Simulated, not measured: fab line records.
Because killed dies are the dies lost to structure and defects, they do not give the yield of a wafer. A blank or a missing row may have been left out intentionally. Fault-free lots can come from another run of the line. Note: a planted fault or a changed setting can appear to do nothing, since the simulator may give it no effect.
Which tool is to blame? | flow nand harc | Sampling: 12 lots, 36 wafers, 6 of 1302 route steps

WHAT THE GAUGES READ, wafer by wafer
NHARC_P_GATE_CD_MEAS_11: target cd 1640 nm. Usual: cd nm 1641.1 nm, standard deviation 2.4.
lot  | measured     | on        | cd nm (nm)           | flag
L880 | day 4 22:59  | cd sem-01 | 1642.4 1643.5 1639.1 |
L881 | day 5 10:55  | cd sem-02 | 1640.8 1641.0 1641.4 |
L882 | day 5 16:21  | cd sem-01 | 1640.0 1639.1 1644.7 |
L883 | day 6 00:13  | cd sem-03 | 1641.8 1639.7 1644.5 |
L885 | day 7 00:22  | cd sem-01 | 1638.8 1640.2 1638.2 |
L886 | day 7 05:32  | cd sem-03 | 1641.8 1641.5 1645.4 |
L887 | day 7 17:40  | cd sem-03 | 1643.3 1640.6 1643.4 |
L889 | day 8 12:53  | cd sem-01 | - - -                | OFF
L898 | day 12 05:28 | cd sem-03 | 1645.4 1643.6 1641.5 |
L900 | day 13 04:21 | cd sem-03 | 1644.9 1642.1 1641.6 |
L901 | day 13 11:24 | cd sem-01 | 1645.8 1642.4 1644.9 |
L902 | day 14 01:07 | cd sem-01 | 1636.8 1636.9 1636.6 |

NHARC_P_GATE_CD_MEAS_59: target cd 720 nm. Usual: cd nm 721.7 nm, standard deviation 2.7.
lot  | measured     | on        | cd nm (nm)        | flag
L880 | day 6 03:51  | cd sem-03 | 721.6 724.8 715.6 |
L881 | day 6 16:13  | cd sem-03 | 722.9 724.9 727.2 |
L882 | day 7 02:31  | cd sem-02 | 721.4 723.8 721.4 |
L883 | day 7 08:04  | cd sem-01 | 719.4 717.6 722.4 |
L885 | day 8 03:34  | cd sem-02 | 722.8 723.5 724.8 |
L886 | day 8 10:16  | cd sem-01 | 718.9 721.1 718.6 |
L887 | day 8 21:35  | cd sem-03 | 719.5 723.6 720.8 |
L889 | day 9 22:03  | cd sem-03 | 722.6 715.8 715.2 |
L898 | day 13 10:25 | cd sem-02 | 722.9 722.1 721.6 |
L900 | day 14 09:57 | cd sem-02 | 721.6 725.2 722.2 |
L901 | day 14 15:14 | cd sem-03 | 719.2 717.9 722.7 |
L902 | day 15 05:10 | cd sem-03 | 724.2 725.4 722.5 |

NHARC_END_SORT_01. Usual: killed at array 59, standard deviation 17; killed at other 0.9, standard deviation 1.6; killed at periphery 3.7, standard deviation 2.3; killed dies 64, standard deviation 17; killed open 3.3, standard deviation 1.8; killed short 2.4, standard deviation 1.6.
lot  | measured     | on        | killed at array | killed at other | killed at periphery | killed dies | killed open | killed short | flag
L889 | day 29 04:44 | prober-01 | 42 50 43        | 0 0 0           | 635 627 634         | 677 677 677 | 4 3 3       | 3 1 2        | OFF

WHICH TOOL RAN EACH LOT (tool, then ch and the chambers of the sampled wafers, then the start)
lot  | NHARC_P_ZERO_WELL_DESCUM_39       | NHARC_P_STI_ETCH_42                | NHARC_P_GATE_EXPOSE_08
L880 | rie diel-06 ch 0,2, day 2 10:38   | rie diel-07 ch 2,3, day 3 08:29    | krf scanner-01 ch 0, day 4 22:50
L881 | rie diel-03 ch 0,1,2, day 2 20:25 | rie diel-10 ch 1,2,3, day 3 17:09  | krf scanner-01 ch 0, day 5 10:46
L882 | rie diel-09 ch 0,3, day 3 06:13   | rie diel-10 ch 0,1,3, day 4 03:11  | krf scanner-04 ch 0, day 5 16:11
L883 | rie diel-06 ch 0,2, day 3 17:01   | rie diel-10 ch 0,2,3, day 4 13:26  | krf scanner-04 ch 0, day 6 00:03
L885 | rie diel-03 ch 0,1,2, day 4 12:25 | rie diel-10 ch 1,2,3, day 5 07:27  | krf scanner-01 ch 0, day 7 00:12
L886 | rie diel-06 ch 0,1,2, day 4 22:23 | rie diel-07 ch 0,1,3, day 5 17:55  | krf scanner-01 ch 0, day 7 05:23
L887 | rie diel-03 ch 1,2,3, day 5 08:08 | rie diel-04 ch 0,1,2, day 6 02:22  | krf scanner-01 ch 0, day 7 17:31
L889 | rie diel-09 ch 0,2,3, day 6 04:22 | rie diel-04 ch 0,1,3, day 6 23:35  | krf scanner-01 ch 0, day 8 12:43
L898 | rie diel-09 ch 1,3, day 9 22:47   | rie diel-07 ch 0,1,3, day 10 18:29 | krf scanner-04 ch 0, day 12 05:19
L900 | rie diel-06 ch 2,3, day 10 18:31  | rie diel-10 ch 1,2,3, day 11 14:07 | krf scanner-04 ch 0, day 13 04:11
L901 | rie diel-03 ch 0,2, day 11 04:23  | rie diel-10 ch 0,1,3, day 12 00:36 | krf scanner-02 ch 0, day 13 11:15
L902 | rie diel-09 ch 0,1, day 11 14:18  | rie diel-07 ch 0,1,3, day 12 12:01 | krf scanner-02 ch 0, day 14 00:57
- NHARC_P_ZERO_WELL_DESCUM_39: chemistry O2, time 3 s.
- NHARC_P_STI_ETCH_42: etches the open film in N2/H2, target depth 80 nm, overetch 24 nm, time 61 s.
- NHARC_P_GATE_EXPOSE_08: exposes mask P HV.

AS READ BY THE TOOLS THEMSELVES (means over the sampled wafers that have a number; for cases with no such wafer, the mark the record gives instead)
NHARC_P_ZERO_WELL_DESCUM_39. Usual: drypump motor current A 5.5 A, standard deviation 0.37; oes product au 0.998 a.u., standard deviation 0.016; rf vpp V 57.6 V, standard deviation 0.87; showerhead plenum p Torr 1.88 Torr, standard deviation 0.088; throttle valve pct 11.311 %, standard deviation 0.0097.
lot  | tool        | drypump motor current A (A) | oes product au (a.u.) | rf vpp V (V) | showerhead plenum p Torr (Torr) | throttle valve pct (%) | flag
L880 | rie diel-06 | 5.6                         | 0.969                 | 57.2         | 1.78                            | 11.309                 |
L881 | rie diel-03 | 5.9                         | 0.999                 | 58.2         | 1.95                            | 11.305                 |
L882 | rie diel-09 | 5.5                         | 1.014                 | 57.2         | 1.83                            | 11.309                 |
L883 | rie diel-06 | 5.6                         | 0.972                 | 56.7         | 1.78                            | 11.314                 |
L885 | rie diel-03 | 5.9                         | 1.005                 | 57.4         | 1.94                            | 11.306                 |
L886 | rie diel-06 | 5.3                         | 0.988                 | 56.4         | 1.81                            | 11.307                 |
L887 | rie diel-03 | 5.8                         | 1.011                 | 57.9         | 1.94                            | 11.314                 |
L889 | rie diel-09 | 5.4                         | 0.994                 | 57.6         | 1.86                            | 11.317                 |
L898 | rie diel-09 | 5.1                         | 1.007                 | 57.5         | 1.91                            | 11.311                 |
L900 | rie diel-06 | 5.5                         | 1.001                 | 57.5         | 1.76                            | 11.312                 |
L901 | rie diel-03 | 6.1                         | 0.983                 | 58.2         | 1.89                            | 11.303                 |
L902 | rie diel-09 | 5.6                         | 1.020                 | 58.2         | 1.92                            | 11.315                 |

NHARC_P_STI_ETCH_42. Usual: drypump motor current A 6.0 A, standard deviation 0.37; n2 flow sccm 149.9 sccm, standard deviation 0.47; oes product au 1.000 a.u., standard deviation 0.014; rf vpp V 431.6 V, standard deviation 2.8; showerhead plenum p Torr 2.08 Torr, standard deviation 0.094; throttle valve pct 14.172 %, standard deviation 0.0092.
lot  | tool        | drypump motor current A (A) | n2 flow sccm (sccm) | oes product au (a.u.) | rf vpp V (V) | showerhead plenum p Torr (Torr) | throttle valve pct (%) | flag
L880 | rie diel-07 | 6.0                         | 150.1               | 0.998                 | 430.0        | 2.03                            | 14.175                 |
L881 | rie diel-10 | 5.9                         | 150.1               | 1.000                 | 430.4        | 2.04                            | 14.179                 |
L882 | rie diel-10 | 5.9                         | 149.6               | 1.011                 | 430.1        | 2.03                            | 14.180                 |
L883 | rie diel-10 | 5.7                         | 149.6               | 1.000                 | 432.2        | 2.10                            | 14.180                 |
L885 | rie diel-10 | 5.9                         | 150.2               | 1.015                 | 430.5        | 2.04                            | 14.168                 |
L886 | rie diel-07 | 6.2                         | 149.6               | 0.995                 | 433.0        | 2.11                            | 14.175                 |
L887 | rie diel-04 | 6.1                         | 150.0               | 0.981                 | 430.8        | 2.06                            | 14.164                 |
L889 | rie diel-04 | 5.9                         | 150.3               | 0.990                 | 432.8        | 2.12                            | 14.168                 |
L898 | rie diel-07 | 6.2                         | 150.0               | 0.985                 | 433.6        | 2.11                            | 14.174                 |
L900 | rie diel-10 | 5.9                         | 150.3               | 1.001                 | 429.7        | 2.04                            | 14.173                 |
L901 | rie diel-10 | 5.8                         | 150.1               | 0.999                 | 430.4        | 2.03                            | 14.175                 |
L902 | rie diel-07 | 6.2                         | 149.9               | 0.994                 | 433.4        | 2.11                            | 14.161                 |

THE ANSWER, worked out from the rows above alone
Rule: take the mean of a lot's wafers that have a number; if it is more than 3 standard deviations from the usual mean, the lot is off. A lot without any number at a reading at which 4 lots or more have one is off too. All remaining lots with rows at the step are treated as sound. After the gauges, taken in route order, come the tools' own readings; for these a lot's mean is taken, as printed above. At the first step where some lot is off, the reading lying furthest off is the one used; lots without a number count as furthest.
Off: L889, at NHARC_P_GATE_CD_MEAS_11 (cd nm). Without a number there: L889.
A tool fits if, at a process step before that reading, it ran every lot that is off, and no sound lot after the first of them. The gauges at NHARC_P_GATE_CD_MEAS_11 aren't tried: what is off there is off at NHARC_END_SORT_01 too, on other tools, and a gauge's error can't cause that. 2 tools fit, rie diel-04 at NHARC_P_STI_ETCH_42 and krf scanner-01 at NHARC_P_GATE_EXPOSE_08, so this cannot tell which one it is.

WHAT THE SIMULATOR PUT IN
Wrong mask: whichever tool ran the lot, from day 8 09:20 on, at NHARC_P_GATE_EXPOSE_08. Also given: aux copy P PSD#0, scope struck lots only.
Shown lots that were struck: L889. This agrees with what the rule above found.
